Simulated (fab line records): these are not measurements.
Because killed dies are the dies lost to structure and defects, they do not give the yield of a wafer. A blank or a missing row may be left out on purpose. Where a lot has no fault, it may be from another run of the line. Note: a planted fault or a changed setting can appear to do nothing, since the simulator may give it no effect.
fab line records | flow nandHarc
[record] lots = 5 | wafers = 15 | lastDay = 24
route steps=1159 shown A_STAIRCASE@539
lots untouched by any fault: they come from a run of this same line in which no faults occurred
startH: hours from the record's first day to the start of the lot's first wafer shown | waitH: time in hours since the lot's previous step | " the same as in the row above | L1.1+2: several wafers, shown together as one row | - either no value or no given start | * or withheld: withheld | < > ~ a bound
route shown NAME@n: names a module that has steps shown in the file, with the first one's number in the route | usual: mean/standard deviation taken from wafers without a fault | same: alike in all rows | chamber/n: place in a boat | sites: the reading at each site | _std_site: the values' standard deviation | _edge_site: inner sites' mean taken away from outer sites' mean | radiusMm: for every site, how far away it sits from the centre of the wafer | mask NAME#n: copy n | behind: the last tool/chamber to shape the wafer | hold: the reason the lot was held/the length of the hold in hours/how it ended | device: which transistor (n, p or np) failed to switch | end of line: tests run on the same wafers once the route is complete | where a step has no rows: the recipe by itself | killed: dies that structure and defects cost at the first sort, which is not the same as the wafer's yield | map: a wafer's dies, x killed, . not, _ none there
set.NAME: the setting that was run; set.NAME@STEP: the one run at that earlier step | model.NAME: the simulator's own value behind a step, which no gauge read
lots at selected steps of the route; one table per step, one row per wafer
services: a tool's chamber out of use, with start hour (startH, from the record's first day; less than 0 if before it), hours out, and reason
[[steps]]
[step NHARC_A_STAIRCASE_COAT_03]
[recipe] spinRpm = 1200
lot.wafer  | tool          | chamber | startH | waitH
L076.1+2+4 | lithoTrack-02 | 0       | -      | -
L077.1+3+4 | lithoTrack-07 | 0       | -      | -
L087.3+5+6 | lithoTrack-05 | 0       | -      | -
L096.2+5+6 | lithoTrack-05 | 0       | -      | -
L097.2+5+6 | lithoTrack-05 | 0       | -      | -
[step NHARC_A_STAIRCASE_SOFTBAKE_04]
[recipe] tempC = 135 | timeS = 170
[usual] plateTempC = 135.03/0.14
lot.wafer | tool          | chamber | startH | waitH | plateTempC
L076.1    | lithoTrack-02 | 0       | -      | -     | 134.67
L076.2    | "             | 0       | "      | "     | 134.67
L076.4    | "             | 0       | "      | "     | 134.82
L077.1    | lithoTrack-07 | 0       | -      | -     | 134.85
L077.3    | "             | 0       | "      | "     | 134.69
L077.4    | "             | 0       | "      | "     | 135.04
L087.3    | lithoTrack-05 | 0       | -      | -     | 135.21
L087.5    | "             | 0       | "      | "     | 134.99
L087.6    | "             | 0       | "      | "     | 134.91
L096.2    | lithoTrack-05 | 0       | -      | -     | 135.07
L096.5    | "             | 0       | "      | "     | 135.05
L096.6    | "             | 0       | "      | "     | 135.27
L097.2    | lithoTrack-05 | 0       | -      | -     | 134.84
L097.5    | "             | 0       | "      | "     | 135.05
L097.6    | "             | 0       | "      | "     | 135.05
[step NHARC_A_STAIRCASE_EBR_05]
lot.wafer  | tool          | chamber | startH | waitH
L076.1+2+4 | lithoTrack-02 | 0       | -      | -
L077.1+3+4 | lithoTrack-07 | 0       | -      | -
L087.3+5+6 | lithoTrack-05 | 0       | -      | -
L096.2+5+6 | lithoTrack-05 | 0       | -      | -
L097.2+5+6 | lithoTrack-05 | 0       | -      | -
[step NHARC_A_STAIRCASE_EXPOSE_06]
[recipe] na = 0.5 | doseMj = 25.43 | maskId = STAIR
[same] na = 0.5
lot.wafer  | tool          | chamber | startH | waitH | mask
L076.1+2+4 | krfScanner-02 | 0       | 245.04 | -     | STAIR#0
L077.1+3+4 | krfScanner-04 | 0       | 245.25 | -     | STAIR#0
L087.3+5+6 | krfScanner-01 | 0       | 311.98 | -     | STAIR#0
L096.2+5+6 | krfScanner-01 | 0       | 356.64 | -     | STAIR#0
L097.2+5+6 | krfScanner-04 | 0       | 361.28 | -     | STAIR#0
[step NHARC_A_STAIRCASE_PEB_07]
[recipe] pebTempC = 115 | pebTimeS = 130
[usual] plateTempC = 115.02/0.16
lot.wafer | tool          | chamber | startH | waitH | plateTempC
L076.1    | lithoTrack-07 | 0       | 245.10 | 0.1   | 115.25
L076.2    | "             | 0       | "      | "     | 115.19
L076.4    | "             | 0       | "      | "     | 115.15
L077.1    | lithoTrack-05 | 0       | 245.32 | 0.1   | 115.20
L077.3    | "             | 0       | "      | "     | 115.29
L077.4    | "             | 0       | "      | "     | 115.23
L087.3    | lithoTrack-02 | 0       | 312.04 | 0.1   | 115.03
L087.5    | "             | 0       | "      | "     | 115.02
L087.6    | "             | 0       | "      | "     | 115.03
L096.2    | lithoTrack-05 | 0       | 356.70 | 0.1   | 114.76
L096.5    | "             | 0       | "      | "     | 115.07
L096.6    | "             | 0       | "      | "     | 114.91
L097.2    | lithoTrack-07 | 0       | 361.34 | 0.1   | 115.04
L097.5    | "             | 0       | "      | "     | 115.04
L097.6    | "             | 0       | "      | "     | 115.05
[step NHARC_A_STAIRCASE_DEVELOP_08]
[recipe] timeS = 140
lot.wafer  | tool          | chamber | startH | waitH
L076.1+2+4 | lithoTrack-07 | 0       | -      | -
L077.1+3+4 | lithoTrack-05 | 0       | -      | -
L087.3+5+6 | lithoTrack-02 | 0       | -      | -
L096.2+5+6 | lithoTrack-05 | 0       | -      | -
L097.2+5+6 | lithoTrack-07 | 0       | -      | -
[step NHARC_A_STAIRCASE_HARDBAKE_10]
[recipe] tempC = 120 | timeS = 140
lot.wafer  | tool          | chamber | startH | waitH
L076.1+2+4 | lithoTrack-07 | 0       | 245.32 | -
L077.1+3+4 | lithoTrack-02 | 0       | 245.54 | -
L087.3+5+6 | lithoTrack-02 | 0       | 312.26 | -
L096.2+5+6 | lithoTrack-05 | 0       | 356.93 | -
L097.2+5+6 | lithoTrack-07 | 0       | 361.57 | -
[step NHARC_A_STAIRCASE_DESCUM_11]
[recipe] timeS = 3 | o2FlowSccm = 200 | arFlowSccm = 0 | biasPowerW = 0 | chemistry = O2
[usual] chamberPressureMTorr = 59.99/0.056 | drypumpMotorCurrentA = 5.7/0.52 | oesProductAu = 0.999/0.0079 | rfVppV = 57.8/0.83 | showerheadPlenumPTorr = 1.91/0.084 | throttleValvePct = 11.312/0.01
lot.wafer | tool       | chamber | startH | waitH | chamberPressureMTorr | drypumpMotorCurrentA | oesProductAu | rfHoursCounterH | rfVppV | showerheadPlenumPTorr | throttleValvePct
L076.4    | rieDiel-09 | 3       | 245.41 | -     | 60.07                | 5.5                  | 1.006        | 54              | 58.0   | 1.77                  | 11.309
L076.1    | "          | 0       | "      | "     | 59.97                | 5.0                  | 1.007        | 59              | 59.2   | 1.92                  | 11.306
L076.2    | "          | 1       | "      | "     | 59.95                | 4.9                  | 1.013        | 61              | 57.8   | 1.89                  | 11.318
L077.1    | rieDiel-09 | 1       | 245.63 | -     | 59.96                | 4.8                  | 1.010        | 61              | 58.6   | 1.89                  | 11.314
L077.3    | "          | 2       | "      | "     | 60.02                | 4.9                  | 1.009        | 57              | 55.9   | 1.90                  | 11.309
L077.4    | "          | 0       | "      | "     | 59.97                | 5.1                  | 1.005        | 59              | 58.4   | 1.92                  | 11.299
L087.3    | rieDiel-11 | 3       | 312.47 | -     | 59.97                | 6.5                  | 1.010        | 38              | 57.2   | 1.79                  | 11.324
L087.6    | "          | 1       | "      | "     | 59.99                | 6.2                  | 1.006        | -               | 57.7   | 1.99                  | 11.311
L087.5    | "          | 2       | "      | "     | 59.96                | 5.9                  | 0.995        | -               | 59.8   | 1.90                  | 11.323
L096.2    | rieDiel-11 | 2       | 357.04 | -     | 60.09                | 5.8                  | 0.993        | 58              | 57.3   | 1.89                  | 11.316
L096.6    | "          | 3       | "      | "     | 60.10                | 6.5                  | 1.012        | -               | 58.1   | 1.78                  | 11.299
L096.5    | "          | 0       | "      | "     | 59.98                | 6.0                  | 1.000        | -               | 58.0   | 1.95                  | 11.320
L097.2    | rieDiel-08 | 0       | 361.68 | -     | 59.94                | 6.2                  | 0.989        | 19              | 57.8   | 1.98                  | 11.317
L097.5    | "          | 1       | "      | "     | 59.95                | 5.6                  | 0.994        | -               | 56.9   | 1.78                  | 11.311
L097.6    | "          | 2       | "      | "     | 59.96                | 5.3                  | 0.985        | -               | 58.3   | 2.05                  | 11.326
[step NHARC_A_STAIRCASE_TRIM_12]
[recipe] timeS = 211.2 | o2FlowSccm = 500 | arFlowSccm = 0 | biasW = 0 | chemistry = O2
[usual] chamberPressureMTorr = 60.00/0.053 | drypumpMotorCurrentA = 5.7/0.53 | oesProductAu = 0.998/0.0068 | rfVppV = 57.8/0.92 | showerheadPlenumPTorr = 3.52/0.15 | throttleValvePct = 17.035/0.0086
lot.wafer | tool       | chamber | startH | waitH | chamberPressureMTorr | drypumpMotorCurrentA | oesProductAu | rfHoursCounterH | rfVppV | showerheadPlenumPTorr | throttleValvePct
L076.1    | rieDiel-09 | 2       | 245.50 | 0.1   | 59.97                | 4.9                  | 1.002        | 57              | 58.4   | 3.51                  | 17.018
L076.4    | "          | 0       | "      | "     | 60.03                | 5.1                  | 0.998        | 59              | 59.0   | 3.53                  | 17.039
L076.2    | "          | 1       | "      | "     | 59.97                | 4.9                  | 1.003        | 61              | 57.5   | 3.49                  | 17.036
L077.4    | rieDiel-09 | 1       | 245.73 | 0.1   | 59.93                | 4.9                  | 0.992        | 61              | 59.1   | 3.49                  | 17.030
L077.3    | "          | 2       | "      | "     | 60.04                | 4.9                  | 1.003        | 57              | 58.5   | 3.51                  | 17.044
L077.1    | "          | 3       | "      | "     | 59.98                | 5.6                  | 0.996        | 55              | 57.2   | 3.28                  | 17.031
L087.3    | rieDiel-11 | 3       | 312.77 | 0.3   | 60.06                | 6.5                  | 0.996        | 38              | 57.8   | 3.31                  | 17.033
L087.5    | "          | 3       | "      | "     | 60.05                | 6.5                  | 1.000        | -               | 57.0   | 3.31                  | 17.028
L087.6    | "          | 0       | "      | "     | 60.05                | 6.0                  | 0.996        | -               | 58.5   | 3.60                  | 17.037
L096.2    | rieDiel-11 | 3       | 357.18 | 0.1   | 59.99                | 6.5                  | 1.004        | 58              | 56.6   | 3.30                  | 17.033
L096.5    | "          | 1       | "      | "     | 59.95                | 6.2                  | 1.014        | -               | 57.6   | 3.64                  | 17.029
L096.6    | "          | 2       | "      | "     | 60.03                | 5.9                  | 1.001        | -               | 57.0   | 3.50                  | 17.036
L097.2    | rieDiel-08 | 3       | 361.77 | 0.1   | 60.01                | 5.5                  | 0.989        | 18              | 56.4   | 3.40                  | 17.048
L097.5    | "          | 1       | "      | "     | 60.00                | 5.6                  | 0.996        | -               | 58.5   | 3.30                  | 17.021
L097.6    | "          | 2       | "      | "     | 60.03                | 5.3                  | 0.988        | -               | 58.6   | 3.76                  | 17.042
[step NHARC_A_STAIRCASE_ETCH_13]
[recipe] targetDepthA = 1000 | timeS = 40.5 | ionEnergyEv = 400 | c4f8FlowSccm = 20 | o2FlowSccm = 10 | arFlowSccm = withheld | rfW = 600 | biasW = 1000 | chemistry = C4F8/O2
[usual] chamberPressureMTorr = 25.00/0.039 | oesProductAu = 0.931/0.011 | rfVppV = 896/5.2
lot.wafer | tool       | chamber | startH | waitH | chamberPressureMTorr | oesProductAu | rfHoursCounterH | rfVppV
L076.2    | rieDiel-09 | 3       | -      | -     | 25.00                | 0.920        | 55              | 885
L076.1    | "          | 0       | "      | "     | 24.98                | 0.928        | 59              | 896
L076.4    | "          | 1       | "      | "     | 25.04                | 0.931        | 61              | 895
L077.4    | rieDiel-09 | 1       | -      | -     | 25.01                | 0.937        | 61              | 894
L077.3    | "          | 2       | "      | "     | 25.01                | 0.930        | 57              | 895
L077.1    | "          | 3       | "      | "     | 25.02                | 0.930        | 55              | 889
L087.3    | rieDiel-11 | 0       | -      | -     | 25.01                | 0.928        | 39              | 898
L087.6    | "          | 2       | "      | "     | 25.02                | 0.927        | -               | 895
L087.5    | "          | 3       | "      | "     | 25.01                | 0.929        | -               | 887
L096.2    | rieDiel-11 | 2       | -      | -     | 24.99                | 0.924        | 58              | 894
L096.6    | "          | 3       | "      | "     | 24.98                | 0.935        | -               | 888
L096.5    | "          | 0       | "      | "     | 24.99                | 0.925        | -               | 897
L097.2    | rieDiel-08 | 0       | -      | -     | 24.95                | 0.930        | 19              | 901
L097.6    | "          | 3       | "      | "     | 25.01                | 0.939        | -               | 892
L097.5    | "          | 0       | "      | "     | 24.99                | 0.929        | -               | 899
[step NHARC_A_STAIRCASE_TRIM_14]
[recipe] timeS = 211.2 | o2FlowSccm = 500 | arFlowSccm = 0 | biasW = 0 | chemistry = O2
[usual] chamberPressureMTorr = 60.00/0.055 | drypumpMotorCurrentA = 5.7/0.55 | oesProductAu = 0.999/0.0072 | rfVppV = 57.8/0.89 | showerheadPlenumPTorr = 3.52/0.14 | throttleValvePct = 17.038/0.0089
lot.wafer | tool       | chamber | startH | waitH | chamberPressureMTorr | drypumpMotorCurrentA | oesProductAu | rfHoursCounterH | rfVppV | showerheadPlenumPTorr | throttleValvePct
L076.1    | rieDiel-09 | 1       | -      | -     | 60.03                | 4.9                  | 0.995        | 61              | 58.5   | 3.49                  | 17.038
L076.2    | "          | 2       | "      | "     | 60.08                | 4.9                  | 1.001        | 57              | 58.1   | 3.51                  | 17.019
L076.4    | "          | 0       | "      | "     | 60.04                | 5.1                  | 0.988        | 60              | 58.1   | 3.53                  | 17.047
L077.1    | rieDiel-09 | 0       | -      | -     | 60.07                | 5.1                  | 1.008        | 62              | 58.4   | 3.53                  | 17.015
L077.4    | "          | 1       | "      | "     | 60.00                | 4.9                  | 1.005        | 63              | 57.3   | 3.49                  | 17.038
L077.3    | "          | 2       | "      | "     | 60.01                | 4.9                  | 1.013        | 58              | 57.5   | 3.50                  | 17.023
L087.3    | rieDiel-11 | 2       | -      | -     | 59.93                | 5.8                  | 0.994        | 39              | 57.7   | 3.51                  | 17.037
L087.5    | "          | 0       | "      | "     | 60.05                | 6.0                  | 1.009        | -               | 58.7   | 3.60                  | 17.042
L087.6    | "          | 1       | "      | "     | 60.07                | 6.2                  | 1.019        | -               | 58.7   | 3.65                  | 17.026
L096.2    | rieDiel-11 | 3       | -      | -     | 60.08                | 6.6                  | 1.004        | 58              | 56.7   | 3.30                  | 17.031
L096.6    | "          | 2       | "      | "     | 60.01                | 5.8                  | 0.992        | -               | 56.4   | 3.50                  | 17.036
L096.5    | "          | 3       | "      | "     | 59.93                | 6.5                  | 1.010        | -               | 56.8   | 3.30                  | 17.042
L097.2    | rieDiel-08 | 0       | -      | -     | 60.03                | 6.2                  | 1.001        | 20              | 58.9   | 3.64                  | 17.037
L097.6    | "          | 1       | "      | "     | 60.09                | 5.6                  | 1.001        | -               | 56.8   | 3.30                  | 17.051
L097.5    | "          | 2       | "      | "     | 59.94                | 5.3                  | 1.001        | -               | 56.7   | 3.76                  | 17.020
[step NHARC_A_STAIRCASE_ETCH_15]
[recipe] targetDepthA = 1000 | timeS = 40.5 | ionEnergyEv = 400 | c4f8FlowSccm = 20 | o2FlowSccm = 10 | arFlowSccm = withheld | rfW = 600 | biasW = 1000 | chemistry = C4F8/O2
[usual] chamberPressureMTorr = 25.00/0.049 | oesProductAu = 0.936/0.0088 | rfVppV = 896/5.3
lot.wafer | tool       | chamber | startH | waitH | chamberPressureMTorr | oesProductAu | rfHoursCounterH | rfVppV
L076.2    | rieDiel-09 | 0       | -      | -     | 25.01                | 0.925        | 60              | 896
L076.4    | "          | 1       | "      | "     | 25.02                | 0.933        | 61              | 893
L076.1    | "          | 2       | "      | "     | 24.98                | 0.928        | 57              | 894
L077.1    | rieDiel-09 | 2       | -      | -     | 25.02                | 0.932        | 58              | 895
L077.3    | "          | 3       | "      | "     | 25.01                | 0.924        | 56              | 885
L077.4    | "          | 1       | "      | "     | 25.05                | 0.947        | 63              | 895
L087.3    | rieDiel-11 | 2       | -      | -     | 24.97                | 0.928        | 39              | 895
L087.6    | "          | 3       | "      | "     | 25.03                | 0.937        | -               | 887
L087.5    | "          | 0       | "      | "     | 24.99                | 0.935        | -               | 898
L096.2    | rieDiel-11 | 1       | -      | -     | 25.04                | 0.929        | 56              | 901
L096.6    | "          | 3       | "      | "     | 25.00                | 0.939        | -               | 888
L096.5    | "          | 0       | "      | "     | 24.97                | 0.930        | -               | 899
L097.2    | rieDiel-08 | 0       | -      | -     | 25.02                | 0.957        | 20              | 899
L097.6    | "          | 0       | "      | "     | 25.02                | 0.957        | -               | 901
L097.5    | "          | 1       | "      | "     | 25.02                | 0.938        | -               | 889
[step NHARC_A_STAIRCASE_TRIM_16]
[recipe] timeS = 211.2 | o2FlowSccm = 500 | arFlowSccm = 0 | biasW = 0 | chemistry = O2
[usual] chamberPressureMTorr = 59.99/0.052 | drypumpMotorCurrentA = 5.7/0.52 | oesProductAu = 1.000/0.0076 | rfVppV = 57.8/0.92 | showerheadPlenumPTorr = 3.52/0.14 | throttleValvePct = 17.035/0.008
lot.wafer | tool       | chamber | startH | waitH | chamberPressureMTorr | drypumpMotorCurrentA | oesProductAu | rfHoursCounterH | rfVppV | showerheadPlenumPTorr | throttleValvePct
L076.1    | rieDiel-09 | 3       | -      | -     | 59.99                | 5.5                  | 0.986        | 56              | 56.9   | 3.28                  | 17.028
L076.2    | "          | 1       | "      | "     | 59.89                | 4.9                  | 0.991        | 63              | 58.4   | 3.49                  | 17.046
L076.4    | "          | 2       | "      | "     | 59.96                | 4.9                  | 0.989        | 58              | 56.8   | 3.50                  | 17.032
L077.3    | rieDiel-09 | 2       | -      | -     | 59.85                | 4.9                  | 0.996        | 58              | 57.9   | 3.50                  | 17.050
L077.4    | "          | 3       | "      | "     | 60.02                | 5.6                  | 0.996        | 56              | 57.7   | 3.28                  | 17.018
L077.1    | "          | 0       | "      | "     | 60.05                | 5.0                  | 0.988        | 62              | 58.0   | 3.53                  | 17.037
L087.3    | rieDiel-11 | 2       | -      | -     | 60.06                | 5.8                  | 0.995        | 40              | 58.1   | 3.51                  | 17.023
L087.6    | "          | 0       | "      | "     | 59.91                | 6.0                  | 0.994        | -               | 56.6   | 3.60                  | 17.040
L087.5    | "          | 1       | "      | "     | 60.03                | 6.2                  | 1.007        | -               | 56.7   | 3.65                  | 17.028
L096.2    | rieDiel-11 | 1       | -      | -     | 59.90                | 6.2                  | 0.993        | 56              | 59.1   | 3.64                  | 17.032
L096.5    | "          | 3       | "      | "     | 60.04                | 6.5                  | 0.989        | -               | 56.0   | 3.30                  | 17.055
L096.6    | "          | 0       | "      | "     | 60.00                | 6.0                  | 0.994        | -               | 57.2   | 3.59                  | 17.047
L097.2    | rieDiel-08 | 3       | -      | -     | 60.03                | 5.5                  | 0.992        | 18              | 58.2   | 3.40                  | 17.046
L097.6    | "          | 3       | "      | "     | 60.02                | 5.5                  | 0.996        | -               | 56.5   | 3.40                  | 17.038
L097.5    | "          | 0       | "      | "     | 60.01                | 6.2                  | 1.006        | -               | 56.5   | 3.64                  | 17.030
[step NHARC_A_STAIRCASE_ETCH_17]
[recipe] targetDepthA = 1000 | timeS = 40.5 | ionEnergyEv = 400 | c4f8FlowSccm = 20 | o2FlowSccm = 10 | arFlowSccm = withheld | rfW = 600 | biasW = 1000 | chemistry = C4F8/O2
[usual] chamberPressureMTorr = 25.001/0.023 | oesProductAu = 0.936/0.01 | rfVppV = 895/5.4
lot.wafer | tool       | chamber | startH | waitH | chamberPressureMTorr | oesProductAu | rfHoursCounterH | rfVppV
L076.1    | rieDiel-09 | 3       | -      | -     | 24.998               | 0.933        | 56              | 887
L076.4    | "          | 0       | "      | "     | 25.000               | 0.943        | 62              | 897
L076.2    | "          | 1       | "      | "     | 24.997               | 0.949        | 63              | 893
L077.4    | rieDiel-09 | 3       | -      | -     | 25.013               | 0.945        | 56              | 887
L077.1    | "          | 0       | "      | "     | 25.035               | 0.936        | 62              | 896
L077.3    | "          | 1       | "      | "     | 25.016               | 0.945        | 64              | 894
L087.3    | rieDiel-11 | 1       | -      | -     | 25.023               | 0.933        | 37              | 901
L087.6    | "          | 3       | "      | "     | 24.976               | 0.930        | -               | 888
L087.5    | "          | 0       | "      | "     | 24.963               | 0.917        | -               | 898
L096.2    | rieDiel-11 | 3       | -      | -     | 25.027               | 0.947        | 59              | 886
L096.6    | "          | 2       | "      | "     | 25.005               | 0.940        | -               | 895
L096.5    | "          | 3       | "      | "     | 24.981               | 0.942        | -               | 887
L097.2    | rieDiel-08 | 0       | -      | -     | 25.037               | 0.934        | 20              | 899
L097.6    | "          | 3       | "      | "     | 24.996               | 0.935        | -               | 892
L097.5    | "          | 0       | "      | "     | 25.028               | 0.933        | -               | 901
[step NHARC_A_STAIRCASE_TRIM_18]
[recipe] timeS = 211.2 | o2FlowSccm = 500 | arFlowSccm = 0 | biasW = 0 | chemistry = O2
[usual] chamberPressureMTorr = 60.00/0.057 | drypumpMotorCurrentA = 5.7/0.52 | oesProductAu = 0.998/0.0071 | rfVppV = 57.8/0.89 | showerheadPlenumPTorr = 3.52/0.14 | throttleValvePct = 17.036/0.0087
lot.wafer | tool       | chamber | startH | waitH | chamberPressureMTorr | drypumpMotorCurrentA | oesProductAu | rfHoursCounterH | rfVppV | showerheadPlenumPTorr | throttleValvePct
L076.4    | rieDiel-09 | 0       | -      | -     | 60.01                | 5.1                  | 1.011        | 62              | 57.0   | 3.53                  | 17.035
L076.1    | "          | 1       | "      | "     | 60.12                | 4.9                  | 1.003        | 64              | 57.5   | 3.49                  | 17.040
L076.2    | "          | 2       | "      | "     | 60.09                | 4.9                  | 1.000        | 58              | 59.0   | 3.50                  | 17.050
L077.3    | rieDiel-09 | 1       | -      | -     | 60.02                | 4.8                  | 0.997        | 64              | 58.5   | 3.49                  | 17.047
L077.4    | "          | 2       | "      | "     | 60.02                | 4.9                  | 1.004        | 58              | 57.1   | 3.50                  | 17.041
L077.1    | "          | 3       | "      | "     | 59.99                | 5.5                  | 0.998        | 56              | 59.0   | 3.28                  | 17.032
L087.3    | rieDiel-11 | 1       | -      | -     | 59.91                | 6.2                  | 1.007        | 37              | 58.2   | 3.65                  | 17.043
L087.5    | "          | 1       | "      | "     | 59.99                | 6.2                  | 1.001        | -               | 57.0   | 3.65                  | 17.037
L087.6    | "          | 2       | "      | "     | 60.01                | 5.9                  | 0.981        | -               | 58.5   | 3.51                  | 17.037
L096.2    | rieDiel-11 | 3       | -      | -     | 60.02                | 6.5                  | 1.009        | 59              | 56.3   | 3.30                  | 17.029
L096.6    | "          | 2       | "      | "     | 60.00                | 5.8                  | 0.992        | -               | 56.3   | 3.50                  | 17.050
L096.5    | "          | 3       | "      | "     | 60.07                | 6.5                  | 1.015        | -               | 58.3   | 3.30                  | 17.046
L097.2    | rieDiel-08 | 3       | -      | -     | 60.00                | 5.4                  | 0.989        | 18              | 57.8   | 3.40                  | 17.020
L097.5    | "          | 1       | "      | "     | 59.94                | 5.6                  | 0.988        | -               | 57.9   | 3.30                  | 17.037
L097.6    | "          | 2       | "      | "     | 60.00                | 5.3                  | 0.994        | -               | 58.6   | 3.76                  | 17.043
[step NHARC_A_STAIRCASE_ETCH_19]
[recipe] targetDepthA = 1000 | timeS = 40.5 | ionEnergyEv = 400 | c4f8FlowSccm = 20 | o2FlowSccm = 10 | arFlowSccm = withheld | rfW = 600 | biasW = 1000 | chemistry = C4F8/O2
[usual] chamberPressureMTorr = 25.001/0.021 | oesProductAu = 0.940/0.011 | rfVppV = 896/5.6
lot.wafer | tool       | chamber | startH | waitH | chamberPressureMTorr | oesProductAu | rfHoursCounterH | rfVppV
L076.2    | rieDiel-09 | 2       | -      | -     | 24.990               | 0.943        | 58              | 895
L076.4    | "          | 0       | "      | "     | 25.002               | 0.947        | 62              | 896
L076.1    | "          | 1       | "      | "     | 25.000               | 0.951        | 64              | 894
L077.3    | rieDiel-09 | 1       | -      | -     | 24.998               | 0.941        | 64              | 894
L077.4    | "          | 2       | "      | "     | 25.010               | 0.939        | 59              | 895
L077.1    | "          | 0       | "      | "     | 24.995               | 0.942        | 62              | 896
L087.3    | rieDiel-11 | 3       | -      | -     | 25.028               | 0.942        | 40              | 888
L087.6    | "          | 0       | "      | "     | 25.008               | 0.945        | -               | 898
L087.5    | "          | 1       | "      | "     | 24.996               | 0.951        | -               | 901
L096.2    | rieDiel-11 | 1       | -      | -     | 24.992               | 0.931        | 57              | 901
L096.6    | "          | 3       | "      | "     | 24.994               | 0.936        | -               | 887
L096.5    | "          | 0       | "      | "     | 25.022               | 0.932        | -               | 899
L097.2    | rieDiel-08 | 0       | -      | -     | 25.016               | 0.954        | 20              | 902
L097.5    | "          | 3       | "      | "     | 24.950               | 0.951        | -               | 892
L097.6    | "          | 0       | "      | "     | 24.966               | 0.954        | -               | 901
[[services]]
tool          | chamber | startH | hours | kind
rieDiel-11    | 0       | 223.00 | -     | clean
rieDiel-11    | 1       | 223.00 | -     | clean
rieDiel-11    | 2       | 223.00 | -     | clean
rieDiel-11    | 3       | 223.00 | -     | clean
rieDiel-08    | 0       | 229.99 | 1.4   | repair
rieDiel-09    | 0       | 234.55 | -     | clean
rieDiel-09    | 1       | 234.55 | -     | clean
rieDiel-09    | 2       | 234.55 | -     | clean
rieDiel-09    | 3       | 234.55 | -     | clean
lithoTrack-05 | -       | 237.00 | 7.0   | pm
rieDiel-11    | 0       | 247.58 | -     | clean
rieDiel-11    | 1       | 247.58 | -     | clean
rieDiel-11    | 2       | 247.58 | -     | clean
rieDiel-09    | -       | 254.10 | 9.0   | pm
krfScanner-01 | -       | 256.00 | 4.0   | pm
krfScanner-02 | -       | 270.68 | 4.8   | repair
krfScanner-04 | -       | 295.78 | 0.2   | repair
krfScanner-04 | -       | 298.00 | 4.0   | pm
rieDiel-08    | -       | 302.28 | 9.0   | pm
krfScanner-01 | -       | 329.36 | 0.5   | repair
lithoTrack-02 | -       | 340.00 | 7.0   | pm
rieDiel-08    | 0       | 341.33 | 3.9   | repair
rieDiel-08    | 1       | 343.02 | 7.6   | repair
rieDiel-08    | 3       | 343.92 | 6.9   | repair
[[key]]
fault none
